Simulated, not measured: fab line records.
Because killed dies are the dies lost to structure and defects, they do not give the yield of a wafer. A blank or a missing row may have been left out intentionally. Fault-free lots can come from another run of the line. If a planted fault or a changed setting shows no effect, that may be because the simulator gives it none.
fab line records	flow n5_finfet
[record] lots = 7	wafers = 21
route steps=1938 shown BEOL_M9@1419 BEOL_M10@1499 BEOL_M11@1578 BEOL_M12@1608 BEOL_M13@1694 BEOL_M14@1742 BEOL_M15@1824
start_h: start of the lot's first displayed wafer, in hours after the record's first day	wait_h: hours from the lot's prior step to this one	" identical to the entry in the row above	L1.1+2: a single row standing in for several wafers	- either no value or no given start	* or withheld: withheld	< > ~ a bound
route shown NAME@n: a module of which the file shows steps, and the number in the route of the first	usual: average and standard deviation across the fault-free wafers	same: alike in all rows	chamber/n: place in a boat	sites: the reading at each site	_std_site: the standard deviation of these	_edge_site: mean of outer sites minus mean of inner sites	radius_mm: how far each site lies from the wafer's centre	mask NAME#n: copy n	behind: the tool/chamber that last shaped the wafer	hold: the reason the lot was held/the length of the hold in hours/how it ended	device: the transistor (n, p or np) that didn't switch	end of line: tests of these same wafers at the route's end	for a step that has no rows: nothing shown but its recipe	killed: dies lost to structure and defects at the first sort, not the wafer's yield	map: a wafer's dies, marking killed ones x, the rest . and places with no die _
set.NAME: the setting as run; set.NAME@STEP: as run at that earlier step	model.NAME: the simulator's own value behind a step, which no gauge read
lots with deliberately changed settings; one table per step, one row per wafer
[[steps]]
[step N5_BEOL_M9_ETCH_62]
[recipe] chemistry = N2/H2	target = SOC	target_depth_a = 1100	overetch_a = 220	mask_material = SiARC	temp_c = 40	time_s = 165	ion_energy_ev = 200	pressure_mtorr = 30	source_w = 840	bias_w = 150	n2_flow_sccm = 200	h2_flow_sccm = 200
[usual] rf_vpp_V = 524.2/2.1
lot.wafer	tool	chamber	start_h	wait_h	set.source_w	rf_vpp_V
L077.2	rie_diel-01	1	239.11	0.0	840	523.6
L077.3	"	0	"	"	840	527.2
L077.4	"	2	"	"	840	524.8
L082.1	rie_diel-01	1	260.35	0.0	840	521.7
L082.2	"	2	"	"	840	524.9
L082.3	"	0	"	"	840	527.2
L084.4	rie_diel-01	1	273.21	0.1	840	523.0
L084.5	"	0	"	"	840	526.5
L084.6	"	2	"	"	840	525.2
L083.1	rie_diel-03	0	274.51	0.0	773.4	540.7
L083.2	"	3	"	"	840	528.2
L083.6	"	1	"	"	840	523.6
L085.1	rie_diel-01	1	275.27	0.0	840	523.6
L085.3	"	2	"	"	840	524.2
L085.5	"	1	"	"	840	522.4
L087.1	rie_diel-01	1	287.44	0.0	840	522.3
L087.4	"	3	"	"	919.4	505.9
L087.5	"	3	"	"	840	521.8
L096.3	rie_diel-01	1	340.55	0.0	791.2	533.0
L096.4	"	0	"	"	840	525.2
L096.5	"	2	"	"	840	523.7
[step N5_BEOL_M9_STRIP_68]
[recipe] chemistry = N2/H2	temp_c = 40	n2_flow_sccm = 200	h2_flow_sccm = 200	rf_frequency_hz = 6e+07
[step N5_BEOL_M9_STRIP_67]
[recipe] chemistry = CF4	resist = SiARC	power_w = 300	bias_power_w = 75	pressure_mtorr = 50	cf4_flow_sccm = 150	rf_frequency_hz = 6e+07
[step N5_BEOL_M9_HM_OPEN_17]
[recipe] chemistry = Cl2/BCl3	target_depth_a = 200	overetch_a = 60	target = TiN	mask_material = SOC	ion_energy_ev = 150	pressure_mtorr = 10	icp_w = 1000	bias_w = 126	Cl2_flow_sccm = 53.25	bcl3_flow_sccm = 21.75	Ar_flow_sccm = 25
lot.wafer	tool	chamber	start_h	wait_h	set.target_thk_a@BEOL_M9_HM_DEP_02	model.etch.depth_nm
L077.2	rie_metal-01	1	239.30	0.0	200	20.03
L077.3	"	0	"	"	200	19.89
L077.4	"	1	"	"	216.1	21.71
L082.1	rie_metal-02	0	260.54	0.0	200	19.68
L082.2	"	1	"	"	200	19.69
L082.3	"	1	"	"	200	19.76
L084.4	rie_metal-02	0	273.36	0.1	217.5	21.7
L084.5	"	1	"	"	200	19.94
L084.6	"	0	"	"	200	20.12
L083.1	rie_metal-01	1	274.69	0.0	200	19.76
L083.2	"	0	"	"	200	19.77
L083.6	"	0	"	"	200	19.72
L085.1	rie_metal-03	0	275.46	0.0	200	19.72
L085.3	"	0	"	"	200	19.85
L085.5	"	0	"	"	200	19.55
L087.1	rie_metal-01	0	287.63	0.0	200	19.85
L087.4	"	1	"	"	181.3	17.96
L087.5	"	1	"	"	181.3	18.01
L096.3	rie_metal-02	0	340.77	0.1	200	19.86
L096.4	"	1	"	"	221.2	22.2
L096.5	"	0	"	"	200	20.04
[step N5_BEOL_M9_STRIP_19]
[recipe] chemistry = O2	power_w = 400	temp_c = 40	pressure_mtorr = 30	rf_frequency_hz = 6e+07	bias_power_w = 0	overash_fraction = 0.2	o2_flow_sccm = 225
[step N5_BEOL_M9_CD_MEAS_18]
[recipe] pitch_nm = 140	target_cd_nm = 70
[usual] cd_nm = 69.5/0.71
lot.wafer	tool	chamber	start_h	wait_h	set.dose_mj@BEOL_M9_EXPOSE_08	cd_nm
L077.2	cd_sem-02	-	239.48	0.1	50.04	64.4
L077.3	"	-	"	"	53.75	69.2
L077.4	"	-	"	"	53.75	68.2
L082.1	cd_sem-01	-	260.72	0.0	50.03	65.8
L082.2	"	-	"	"	50.03	64.0
L082.3	"	-	"	"	53.75	69.6
L084.4	cd_sem-02	-	273.51	0.1	55.98	71.9
L084.5	"	-	"	"	53.75	70.7
L084.6	"	-	"	"	55.98	71.2
L083.1	cd_sem-01	-	274.92	0.0	53.75	68.9
L083.2	"	-	"	"	57.48	73.8
L083.6	"	-	"	"	57.48	73.5
L085.1	cd_sem-01	-	275.84	0.0	53.75	69.7
L085.3	"	-	"	"	53.75	69.3
L085.5	"	-	"	"	53.75	69.6
L087.1	cd_sem-02	-	287.81	0.0	50.17	64.8
L087.4	"	-	"	"	53.75	70.3
L087.5	"	-	"	"	53.75	69.9
L096.3	cd_sem-03	-	340.98	0.1	53.75	69.8
L096.4	"	-	"	"	57.31	73.9
L096.5	"	-	"	"	57.31	73.2
[step N5_BEOL_M10_EXPOSE_25]
[recipe] mask_id = V9	na = 1.35	source_shape = annular	sigma_inner = 0.5	sigma_outer = 0.8	polarization = unpolarized	dose_mj = 85.5
lot.wafer	tool	chamber	start_h	wait_h	mask	set.dose_mj
L077.2	arfi_scanner-02	0	246.36	-	V9#0	85.5
L077.3+4	"	0	"	"	V9#0	87.19
L082.1+2	arfi_scanner-01	0	273.95	-	V9#0	87.51
L082.3	"	0	"	"	V9#0	85.5
L084.4+5	arfi_scanner-03	0	280.81	-	V9#0	80.21
L084.6	"	0	"	"	V9#0	85.5
L083.1	arfi_scanner-02	0	281.81	-	V9#0	85.5
L083.2+6	"	0	"	"	V9#0	88.5
L085.1+3+5	arfi_scanner-03	0	283.19	-	V9#0	85.5
L087.1+5	arfi_scanner-02	0	297.26	-	V9#0	85.5
L087.4	"	0	"	"	V9#0	80.43
L096.3+4+5	arfi_scanner-03	0	348.51	-	V9#0	85.5
[step N5_BEOL_M10_DEVELOP_27]
[recipe] develop_time_s = 30	developer = TMAH	resist = CAR-ArF	rinse_liquid = diw	dry = air_spin	dev_temp_c = 23
lot.wafer	tool	chamber	start_h	wait_h	set.develop_time_s
L077.2+3+4	litho_track-01	0	-	-	30
L082.1	litho_track-04	0	-	-	30
L082.2+3	"	0	"	"	26.17
L084.4+6	litho_track-04	0	-	-	32.66
L084.5	"	0	"	"	30
L083.1+6	litho_track-01	0	-	-	30
L083.2	"	0	"	"	33.34
L085.1+3+5	litho_track-01	0	-	-	30
L087.1+4	litho_track-05	0	-	-	23.46
L087.5	"	0	"	"	30
L096.3+4+5	litho_track-01	0	-	-	30
[step N5_BEOL_M10_CD_MEAS_28]
[recipe] target_cd_nm = 70	landing_energy_ev = 500	detector = se_inlens	polarity = opening
[usual] cd_nm = 70.0/1.4
lot.wafer	tool	chamber	start_h	wait_h	set.dose_mj@BEOL_M10_EXPOSE_25	cd_nm
L077.2	cd_sem-01	0	246.48	-	85.5	66.9
L077.3	"	0	"	"	87.19	69.7
L077.4	"	0	"	"	87.19	70.7
L082.1	cd_sem-03	0	274.08	-	87.51	72.0
L082.2	"	0	"	"	87.51	73.1
L082.3	"	0	"	"	85.5	70.1
L084.4	cd_sem-02	0	280.93	-	80.21	67.6
L084.5	"	0	"	"	80.21	67.0
L084.6	"	0	"	"	85.5	69.7
L083.1	cd_sem-01	0	281.94	-	85.5	68.9
L083.2	"	0	"	"	88.5	73.5
L083.6	"	0	"	"	88.5	71.8
L085.1	cd_sem-02	0	283.32	-	85.5	69.4
L085.3	"	0	"	"	85.5	68.9
L085.5	"	0	"	"	85.5	70.2
L087.1	cd_sem-03	0	297.39	-	85.5	70.1
L087.4	"	0	"	"	80.43	64.0
L087.5	"	0	"	"	85.5	71.1
L096.3	cd_sem-02	0	348.63	-	85.5	69.0
L096.4	"	0	"	"	85.5	70.0
L096.5	"	0	"	"	85.5	69.1
[step N5_BEOL_M11_TRENCH_ETCH_37]
[recipe] chemistry = C4F6/O2	target_depth_a = 1488.3	target = SiCOH_lowk	time_s = 48	ion_energy_ev = 250	pressure_mtorr = 30	source_w = 345	bias_w = 185	Ar_flow_sccm = 300	C4F6_flow_sccm = 10	O2_flow_sccm = 10
[usual] rf_vpp_V = 664/21
lot.wafer	tool	chamber	start_h	wait_h	set.bias_w	rf_vpp_V
L077.2	rie_diel-03	3	-	-	185	671
L077.3	"	1	"	"	156.5	571
L077.4	"	2	"	"	185	674
L082.1	rie_diel-03	2	-	-	185	674
L082.2	"	0	"	"	185	646
L082.3	"	1	"	"	185	653
L084.4	rie_diel-02	0	-	-	213.9	780
L084.5	"	1	"	"	185	634
L084.6	"	0	"	"	185	697
L083.1	rie_diel-03	1	-	-	185	653
L083.2	"	2	"	"	185	674
L083.6	"	0	"	"	185	647
L085.1	rie_diel-03	0	-	-	185	646
L085.3	"	3	"	"	185	669
L085.5	"	3	"	"	185	670
L087.1	rie_diel-03	2	-	-	185	674
L087.4	"	3	"	"	200.9	716
L087.5	"	3	"	"	200.9	716
L096.3	rie_diel-01	1	-	-	185	618
L096.4	"	2	"	"	185	681
L096.5	"	0	"	"	185	649
[step N5_BEOL_M11_ETCH_41]
[recipe] chemistry = CH3F/O2	target = SiCN	target_depth_a = 426	taper_deg = 2	time_s = 86	ion_energy_ev = 120	mask_material = TiN	pressure_mtorr = 30	source_w = 395	bias_w = 75	Ar_flow_sccm = 150	CH3F_flow_sccm = 30	O2_flow_sccm = 20
lot.wafer	tool	chamber	start_h	wait_h	set.time_s	model.etch.depth_nm
L077.2	rie_diel-03	3	-	-	95.27	34.43
L077.3	"	1	"	"	86	31.7
L077.4	"	2	"	"	95.27	36.06
L082.1	rie_diel-03	2	-	-	86	32.36
L082.2	"	0	"	"	97.01	35.62
L082.3	"	1	"	"	97.01	35.95
L084.4	rie_diel-02	0	-	-	86	34.38
L084.5	"	1	"	"	86	31.26
L084.6	"	0	"	"	86	34.04
L083.1	rie_diel-03	1	-	-	86	32
L083.2	"	2	"	"	91.59	34.09
L083.6	"	0	"	"	86	31.46
L085.1	rie_diel-03	0	-	-	86	31.89
L085.3	"	3	"	"	86	31.68
L085.5	"	3	"	"	86	31.76
L087.1	rie_diel-03	2	-	-	86	32.11
L087.4	"	3	"	"	98.91	36.19
L087.5	"	3	"	"	98.91	35.79
L096.3	rie_diel-01	1	-	-	86	32.21
L096.4	"	2	"	"	86	33.1
L096.5	"	0	"	"	74.17	28.11
[step N5_BEOL_M12_EXPOSE_07]
[recipe] mask_id = V11	na = 0.93	source_shape = conventional	sigma_outer = 0.6	polarization = unpolarized	attpsm_phase_deg = 180	dose_mj = 32.5
lot.wafer	tool	chamber	start_h	wait_h	mask	set.dose_mj
L077.2	krf_scanner-01	0	259.02	-	V11#0	30.28
L077.3+4	"	0	"	"	V11#0	32.5
L082.1+3	krf_scanner-02	0	285.39	-	V11#0	34.35
L082.2	"	0	"	"	V11#0	32.5
L084.4	krf_scanner-01	0	291.55	-	V11#0	34.79
L084.5+6	"	0	"	"	V11#0	32.5
L083.1+2+6	krf_scanner-01	0	293.87	-	V11#0	32.5
L085.1+3+5	krf_scanner-02	0	297.01	-	V11#0	32.5
L087.1+4+5	krf_scanner-02	0	309.63	-	V11#0	32.5
L096.3	krf_scanner-02	0	362.09	-	V11#0	34.75
L096.4+5	"	0	"	"	V11#0	32.5
[step N5_BEOL_M12_PEB_08]
[recipe] peb_temp_c = 130	peb_time_s = 90
[step N5_BEOL_M12_DEVELOP_09]
[recipe] develop_time_s = 45	rinse_liquid = diw	dry = air_spin	dev_temp_c = 21
[step N5_BEOL_M12_HARDBAKE_14]
[recipe] temp_c = 130	time_s = 120
[step N5_BEOL_M12_CD_MEAS_10]
[recipe] target_cd_nm = 140	landing_energy_ev = 500	detector = se_inlens	polarity = opening
[usual] cd_nm = 138.3/1.8
lot.wafer	tool	chamber	start_h	wait_h	set.dose_mj@BEOL_M12_EXPOSE_07	cd_nm
L077.2	cd_sem-02	0	259.19	-	30.28	132.6
L077.3	"	0	"	"	32.5	140.2
L077.4	"	0	"	"	32.5	138.7
L082.1	cd_sem-02	0	285.57	-	34.35	145.3
L082.2	"	0	"	"	32.5	134.5
L082.3	"	0	"	"	34.35	141.7
L084.4	cd_sem-03	0	291.70	-	34.79	144.9
L084.5	"	0	"	"	32.5	137.9
L084.6	"	0	"	"	32.5	139.6
L083.1	cd_sem-01	0	294.04	-	32.5	135.6
L083.2	"	0	"	"	32.5	136.9
L083.6	"	0	"	"	32.5	135.0
L085.1	cd_sem-01	0	297.18	-	32.5	137.1
L085.3	"	0	"	"	32.5	139.8
L085.5	"	0	"	"	32.5	139.8
L087.1	cd_sem-02	0	309.80	-	32.5	136.8
L087.4	"	0	"	"	32.5	136.9
L087.5	"	0	"	"	32.5	138.7
L096.3	cd_sem-02	0	362.25	-	34.75	147.2
L096.4	"	0	"	"	32.5	138.5
L096.5	"	0	"	"	32.5	139.0
[step N5_BEOL_M12_STRIP_71]
[recipe] chemistry = post_etch_residue_remover	time_s = 60	temp_c = 25	remover_ph = withheld	remover_water_wt_pct = withheld	remover_fluoride_wt_pct = withheld
[step N5_BEOL_M12_SRD_72]
[recipe] time_s = 30	temp_c = 23	rinse_liquid = diw	dry = n2_spin	spin_rpm = 1500	dry_time_s = 30
[step N5_BEOL_M12_CD_MEAS_17]
[recipe] target_cd_nm = 140	polarity = opening
[usual] cd_nm = 138.2/2
lot.wafer	tool	chamber	start_h	wait_h	set.dose_mj@BEOL_M12_EXPOSE_07	cd_nm
L077.2	cd_sem-01	-	259.77	0.0	30.28	130.4
L077.3	"	-	"	"	32.5	140.9
L077.4	"	-	"	"	32.5	137.7
L082.1	cd_sem-02	-	286.33	0.0	34.35	145.9
L082.2	"	-	"	"	32.5	134.1
L082.3	"	-	"	"	34.35	143.6
L084.4	cd_sem-01	-	292.53	0.0	34.79	144.8
L084.5	"	-	"	"	32.5	137.5
L084.6	"	-	"	"	32.5	142.1
L083.1	cd_sem-01	-	294.88	0.0	32.5	135.6
L083.2	"	-	"	"	32.5	138.5
L083.6	"	-	"	"	32.5	134.6
L085.1	cd_sem-01	-	298.15	0.0	32.5	137.2
L085.3	"	-	"	"	32.5	139.1
L085.5	"	-	"	"	32.5	140.3
L087.1	cd_sem-03	-	310.38	0.0	32.5	134.7
L087.4	"	-	"	"	32.5	135.9
L087.5	"	-	"	"	32.5	138.0
L096.3	cd_sem-01	-	362.83	0.0	34.75	147.1
L096.4	"	-	"	"	32.5	138.6
L096.5	"	-	"	"	32.5	138.5
[step N5_BEOL_M13_ETCH_68]
[recipe] chemistry = N2/H2	target = SOC	mask_material = SiARC	source_w = 3000	bias_w = 350	temp_c = 40	time_s = 355	ion_energy_ev = 200	pressure_mtorr = 30	n2_flow_sccm = 200	h2_flow_sccm = 200
lot.wafer	tool	chamber	start_h	wait_h	set.time_s	model.SiARC_of_BEOL_M13_COAT_66.thk_nm
L077.2	rie_diel-01	2	269.80	0.1	404.6	72.4
L077.3+4	"	1	"	"	404.6	72.6
L082.1+3	rie_diel-01	1,3	292.62	0.1	355	77
L082.2	"	0	"	"	355	77.4
L084.4+5	rie_diel-02	1	299.35	0.1	355	78.6
L084.6	"	0	"	"	355	76
L083.1	rie_diel-03	1	301.57	0.1	355	77.2
L083.2	"	3	"	"	355	77.4
L083.6	"	3	"	"	324.8	80.4
L085.1	rie_diel-02	3	308.61	0.1	355	77
L085.3	"	0	"	"	355	76.8
L085.5	"	1	"	"	355	78.6
L087.1	rie_diel-01	2	317.97	0.1	409.8	72.2
L087.4	"	0	"	"	409.8	73
L087.5	"	1	"	"	355	78.2
L096.3	rie_diel-03	0	368.70	0.1	355	78.2
L096.4	"	3	"	"	355	78
L096.5	"	1	"	"	413.8	72.4
[step N5_BEOL_M14_EXPOSE_25]
[recipe] mask_id = M14	na = 0.8	source_shape = annular	sigma_inner = 0.5	sigma_outer = 0.8	polarization = unpolarized	target_cd_nm = 280	dose_mj = 26.6
lot.wafer	tool	chamber	start_h	wait_h	mask	set.dose_mj
L077.2	krf_scanner-02	0	277.54	-	M14#0	28.06
L077.3+4	"	0	"	"	M14#0	26.6
L082.1+2+3	krf_scanner-02	0	298.48	-	M14#0	26.6
L084.4+5+6	krf_scanner-01	0	306.83	-	M14#0	26.6
L083.1	krf_scanner-01	0	307.68	-	M14#0	27.89
L083.2+6	"	0	"	"	M14#0	26.6
L085.1+3+5	krf_scanner-02	0	314.34	-	M14#0	26.6
L087.1+4+5	krf_scanner-01	0	322.03	-	M14#0	26.6
L096.3+4	krf_scanner-01	0	374.45	-	M14#0	28.5
L096.5	"	0	"	"	M14#0	26.6
[step N5_BEOL_M14_PEB_26]
[recipe] peb_temp_c = 130	peb_time_s = 90
lot.wafer	tool	chamber	start_h	wait_h	set.peb_temp_c
L077.2+3+4	litho_track-05	0	277.60	0.0	130
L082.1+2	litho_track-03	0	298.54	0.1	130
L082.3	"	0	"	"	128.8
L084.4+5+6	litho_track-02	0	306.87	0.0	130
L083.1+2+6	litho_track-05	0	307.73	0.1	127.8
L085.1+3+5	litho_track-03	0	314.40	0.1	130
L087.1+4+5	litho_track-03	0	322.09	0.1	130
L096.3+4+5	litho_track-03	0	374.49	0.0	130
[step N5_BEOL_M14_DEVELOP_27]
[recipe] develop_time_s = 45	rinse_liquid = diw	dry = air_spin	dev_temp_c = 21
[step N5_BEOL_M14_HARDBAKE_32]
[recipe] temp_c = 130	time_s = 120
[step N5_BEOL_M14_CD_MEAS_28]
[recipe] target_cd_nm = 284.4	landing_energy_ev = 500	detector = se_inlens
[usual] cd_nm = 285.1/2.4
lot.wafer	tool	chamber	start_h	wait_h	set.dose_mj@BEOL_M14_EXPOSE_25	cd_nm
L077.2	cd_sem-01	0	277.71	-	28.06	296.7
L077.3	"	0	"	"	26.6	287.8
L077.4	"	0	"	"	26.6	290.0
L082.1	cd_sem-03	0	298.65	-	26.6	285.8
L082.2	"	0	"	"	26.6	281.4
L082.3	"	0	"	"	26.6	278.5
L084.4	cd_sem-01	0	306.99	-	26.6	282.5
L084.5	"	0	"	"	26.6	282.7
L084.6	"	0	"	"	26.6	280.8
L083.1	cd_sem-03	0	307.85	-	27.89	283.2
L083.2	"	0	"	"	26.6	275.4
L083.6	"	0	"	"	26.6	276.9
L085.1	cd_sem-01	0	314.51	-	26.6	284.7
L085.3	"	0	"	"	26.6	283.8
L085.5	"	0	"	"	26.6	282.9
L087.1	cd_sem-03	0	322.21	-	26.6	281.3
L087.4	"	0	"	"	26.6	282.1
L087.5	"	0	"	"	26.6	283.4
L096.3	cd_sem-03	0	374.61	-	28.5	295.5
L096.4	"	0	"	"	28.5	293.7
L096.5	"	0	"	"	26.6	283.2
[step N5_BEOL_M14_DESCUM_33]
[recipe] chemistry = O2	time_s = 7.9	source_power_w = 50	bias_power_w = 20	pressure_mtorr = 20	rf_frequency_hz = 2.712e+07	temp_c = 40	o2_flow_sccm = 225
lot.wafer	tool	chamber	start_h	wait_h	set.dose_mj@BEOL_M14_EXPOSE_25	model.BEOL_M14.cd_nm
L077.2	rie_diel-04	3	277.88	0.1	28.06	296.8
L077.3	"	2	"	"	26.6	287.8
L077.4	"	0	"	"	26.6	289.8
L082.1	rie_diel-06	2	299.08	0.4	26.6	286.2
L082.2	"	1	"	"	26.6	281.8
L082.3	"	0	"	"	26.6	278.8
L084.4	rie_diel-04	1	307.42	0.4	26.6	282.4
L084.5	"	2	"	"	26.6	282.2
L084.6	"	3	"	"	26.6	280.6
L083.1	rie_diel-04	1	308.12	0.2	27.89	283.4
L083.2	"	0	"	"	26.6	275.4
L083.6	"	1	"	"	26.6	276.6
L085.1	rie_diel-05	1	315.51	0.9	26.6	284.8
L085.3	"	2	"	"	26.6	283.8
L085.5	"	1	"	"	26.6	283
L087.1	rie_diel-06	2	322.29	0.0	26.6	281.4
L087.4	"	3	"	"	26.6	282
L087.5	"	2	"	"	26.6	283.6
L096.3	rie_diel-04	1	374.73	0.1	28.5	295.6
L096.4	"	1	"	"	28.5	294
L096.5	"	3	"	"	26.6	282.8
[step N5_BEOL_M14_ETCH_67]
[recipe] chemistry = CF4	target = SiARC	target_depth_a = 1430	time_s = 238.3	ion_energy_ev = 80	pressure_mtorr = 40	source_w = 545	bias_w = 36	Ar_flow_sccm = 100	cf4_flow_sccm = 100	ends = cleared
lot.wafer	tool	chamber	start_h	wait_h	set.dose_mj@BEOL_M14_EXPOSE_25	model.BEOL_M14.cd_nm
L077.2	rie_diel-04	3	277.91	0.0	28.06	293.6
L077.3	"	2	"	"	26.6	282.6
L077.4	"	0	"	"	26.6	285
L082.1	rie_diel-06	2	299.11	0.0	26.6	281
L082.2	"	1	"	"	26.6	277.6
L082.3	"	0	"	"	26.6	274.2
L084.4	rie_diel-04	1	307.46	0.0	26.6	277.6
L084.5	"	2	"	"	26.6	277.2
L084.6	"	3	"	"	26.6	276.4
L083.1	rie_diel-04	1	308.16	0.0	27.89	279.2
L083.2	"	0	"	"	26.6	271
L083.6	"	1	"	"	26.6	272.4
L085.1+3	rie_diel-05	1,2	315.57	0.0	26.6	280.4
L085.5	"	1	"	"	26.6	278.6
L087.1	rie_diel-06	2	322.33	0.0	26.6	276.8
L087.4	"	3	"	"	26.6	278.2
L087.5	"	2	"	"	26.6	278.8
L096.3	rie_diel-04	1	374.76	0.0	28.5	291.2
L096.4	"	1	"	"	28.5	289.6
L096.5	"	3	"	"	26.6	278.2
[step N5_BEOL_M15_CMP_49]
[recipe] stop_on = SiO2	t_overpolish_s = 4.9	down_force_psi = 2	platen_rpm = 80	clearing_platen_down_force_psi = 2	clearing_platen_rpm = 80	post_cmp_clean = cu_alkaline	target_thk_nm = 850	clearing_platen_pad_velocity_m_s = 1.5917	pad_velocity_m_s = 1.5917
[usual] barrier_field_endpoint_s = 11.4/0.4
lot.wafer	tool	chamber	start_h	wait_h	set.down_force_psi	barrier_field_endpoint_s
L077.2	cmp-01	2	288.43	0.2	2	11.0
L077.3	"	3	"	"	2	11.6
L077.4	"	1	"	"	1.684	14.3
L082.1	cmp-02	3	308.22	0.3	2.397	9.1
L082.2	"	0	"	"	2.397	9.3
L082.3	"	2	"	"	2	11.6
L084.4	cmp-02	0	318.22	0.2	2	11.3
L084.5	"	2	"	"	2	11.6
L084.6	"	3	"	"	2.169	10.2
L083.2	cmp-04	0	318.60	0.2	2	11.0
L083.1	"	3	"	"	1.622	14.8
L083.6	"	0	"	"	2	11.2
L085.3	cmp-01	0	327.72	0.3	2	11.0
L085.1	"	1	"	"	2	11.7
L085.5	"	3	"	"	2	11.1
L087.1	cmp-01	3	333.88	0.3	2	11.1
L087.4	"	0	"	"	2	11.3
L087.5	"	2	"	"	2.169	9.8
L096.4	cmp-04	2	387.03	0.1	1.838	12.1
L096.3	"	1	"	"	1.838	12.5
L096.5	"	3	"	"	2	11.7
[[key]]
[split] step = N5_BEOL_M9_ETCH_62	setting = source_w	stated = 840	by = wafer
[response] step = N5_BEOL_M9_ETCH_62	reading = rf_vpp_V	change = -1.72	per = 1%	r = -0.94
[split] step = N5_BEOL_M10_EXPOSE_25	setting = dose_mj	stated = 85.5	by = wafer
[response] step = N5_BEOL_M10_CD_MEAS_28	reading = cd_nm	change = +0.834	per = 1%	r = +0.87
[split] step = N5_BEOL_M10_DEVELOP_27	setting = develop_time_s	stated = 30	by = wafer
response none clear
[split] step = N5_BEOL_M11_TRENCH_ETCH_37	setting = bias_w	stated = 185	by = wafer
[response] step = N5_BEOL_M11_TRENCH_ETCH_37	reading = rf_vpp_V	change = +6.69	per = 1%	r = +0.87
[split] step = N5_BEOL_M11_ETCH_41	setting = time_s	stated = 86	by = wafer
[response] step = N5_BEOL_M11_ETCH_41	reading = model.etch.depth_nm	change = +0.296	per = 1%	r = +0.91
[split] step = N5_BEOL_M12_EXPOSE_07	setting = dose_mj	stated = 32.5	by = wafer
[response] step = N5_BEOL_M12_CD_MEAS_10	reading = cd_nm	change = +1.13	per = 1%	r = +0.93
[response] step = N5_BEOL_M12_CD_MEAS_17	reading = cd_nm	change = +1.22	per = 1%	r = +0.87
[split] step = N5_BEOL_M13_ETCH_68	setting = time_s	stated = 355	by = wafer
[response] step = N5_BEOL_M13_ETCH_68	reading = model.SiARC_of_BEOL_M13_COAT_66.thk_nm	change = -0.354	per = 1%	r = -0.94
[split] step = N5_BEOL_M14_EXPOSE_25	setting = dose_mj	stated = 26.6	by = wafer
[response] step = N5_BEOL_M14_CD_MEAS_28	reading = cd_nm	change = +1.51	per = 1%	r = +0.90
[response] step = N5_BEOL_M14_DESCUM_33	reading = model.BEOL_M14.cd_nm	change = +1.58	per = 1%	r = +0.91
[response] step = N5_BEOL_M14_ETCH_67	reading = model.BEOL_M14.cd_nm	change = +1.69	per = 1%	r = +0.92
[split] step = N5_BEOL_M14_PEB_26	setting = peb_temp_c	stated = 130	by = wafer
response none clear
[split] step = N5_BEOL_M15_CMP_49	setting = down_force_psi	stated = 2	by = wafer
[response] step = N5_BEOL_M15_CMP_49	reading = barrier_field_endpoint_s	change = -0.16	per = 1%	r = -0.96
split outside_this_file step=N5_BEOL_M9_HM_DEP_02 setting=target_thk_a
split outside_this_file step=N5_BEOL_M9_EXPOSE_08 setting=dose_mj
// split outside_this_file: this setting was split too, and the file shows its column; the key of that split is in another file
